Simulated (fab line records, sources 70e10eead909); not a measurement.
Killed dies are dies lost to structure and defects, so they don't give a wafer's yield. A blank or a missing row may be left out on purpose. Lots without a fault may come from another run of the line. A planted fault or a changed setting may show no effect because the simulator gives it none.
A struck lot beside a sound one | flow nand_harc | 20 steps out of a route of 1302
Sound: wafers L610.1, L610.3, L610.5. Struck: wafers L612.3, L612.4, L612.5. The cause comes at the end.
At each step with rows: each side's tool, then ch and its chambers, then its first start. Under that, the readings that differ: sound wafers | struck wafers | difference of the means | sigmas: that difference in standard deviations of wafers without a fault.
alike: readings whose means differ by less than 2 such deviations, and words and numbers that are the same on both sides. not compared: withheld readings, readings that some wafer has no value for, bounds like >300 that may hide the same value, and numbers for which the record gives no deviation and whose values overlap.
The two part at a step that has a row with sigmas, a row that says differs or no value, or rows on one side only. Numbers that don't overlap but have no deviation are shown without sigmas and don't part them. A reading that every wafer of one side lacks parts them only if that side has two wafers or more.

NHARC_P_GATE_ALD_36: deposits SiNx, target thk 20 nm, pulse time 60 s, ald cycles 223.
  sound on ald_sin-02 ch 0,1,2, day 9 07:54; struck on ald_sin-03 ch 0,3, day 10 01:09
  alike: heater_power_w, precursor_pulse_height_rel
  not compared: since_wet_clean_h
NHARC_P_GATE_ETCHBACK_37: etches the open film in CHF3/O2, target depth 34.5 nm, time 17.2 s.
  sound on rie_diel-04 ch 0,1; struck on rie_diel-04 ch 1,2,3
  reading               | sound             | struck            | difference | sigmas
  oes_product_au (a.u.) | 0.984 0.987 0.983 | 0.951 0.915 0.911 | -0.059     | -2
  alike: drypump_motor_current_A, rf_fwd_power_W, rf_vpp_V, showerhead_plenum_p_Torr, throttle_valve_pct
  not compared: rf_hours_counter_h
NHARC_P_GATE_STRIP_101: strips in O2, time 20 s.
  sound on rie_diel-04 ch 1,3, day 9 16:23; struck on rie_diel-04 ch 0,1,3, day 10 10:44
  alike: drypump_motor_current_A, oes_product_au, rf_vpp_V, showerhead_plenum_p_Torr, throttle_valve_pct
  not compared: rf_hours_counter_h
then, 9 steps without rows for these wafers: NHARC_P_GATE_PRECLEAN_97 (cleans in SPM, time 600 s); NHARC_P_GATE_SRD_98; NHARC_P_GATE_PRECLEAN_99 (cleans in SC1); NHARC_P_GATE_SRD_100; NHARC_P_GATE_DEHYDRATE_38 (time 120 s); NHARC_P_GATE_HMDS_39 (time 30 s); NHARC_P_GATE_COAT_40; NHARC_P_GATE_SOFTBAKE_41 (time 95 s); NHARC_P_GATE_EBR_42.
NHARC_P_GATE_EXPOSE_43: exposes mask P NSD, target cd 720 nm.
  sound on krf_scanner-03 ch 0, day 9 17:14; struck on krf_scanner-02 ch 0, day 10 11:23
  reading | sound                   | struck                           | difference | sigmas
  mask    | P_NSD#0 P_NSD#0 P_NSD#0 | P_NSD_R1#0 P_NSD_R1#0 P_NSD_R1#0 | differs    |
then, 2 steps without rows for these wafers: NHARC_P_GATE_PEB_44 (peb time 85 s); NHARC_P_GATE_DEVELOP_45 (time 70 s).
NHARC_P_GATE_CD_MEAS_46: target cd 720 nm.
  sound on cd_sem-03 ch 0, day 9 17:23; struck on cd_sem-02 ch 0, day 10 11:32
  reading    | sound             | struck            | difference | sigmas
  cd_nm (nm) | 720.5 722.5 722.8 | 669.2 667.9 668.4 | -53.4      | -30
then, 1 step without rows for these wafers: NHARC_P_GATE_HARDBAKE_47 (time 80 s).
NHARC_P_GATE_DESCUM_48: chemistry O2, time 3 s.
  sound on rie_diel-04 ch 0,1, day 9 17:33; struck on rie_diel-11 ch 0,1,3, day 10 11:43
  reading                 | sound             | struck            | difference | sigmas
  model.P_GATE.cd_nm (nm) | 720.3 722.1 722.6 | 669.5 668.2 669.3 | -52.7      |
  alike: drypump_motor_current_A, oes_product_au, rf_vpp_V, showerhead_plenum_p_Torr, throttle_valve_pct
  not compared: rf_hours_counter_h
then, 1 step without rows for these wafers: NHARC_P_GATE_IMPLANT_49.
-- the record jumps here: 19 days lie between the struck wafers' starts before and after (it left off in module P_GATE and takes up again in module END, whose first step shown is number 1302 of the route) --
NHARC_END_SORT_01:
  the record has rows for the struck wafers here (prober-02 ch 0, day 29 15:44) and none for the sound ones

WHERE THEY PART
First at NHARC_P_GATE_ETCHBACK_37; last, within this record, at NHARC_END_SORT_01.

WHY: what the simulator had put in
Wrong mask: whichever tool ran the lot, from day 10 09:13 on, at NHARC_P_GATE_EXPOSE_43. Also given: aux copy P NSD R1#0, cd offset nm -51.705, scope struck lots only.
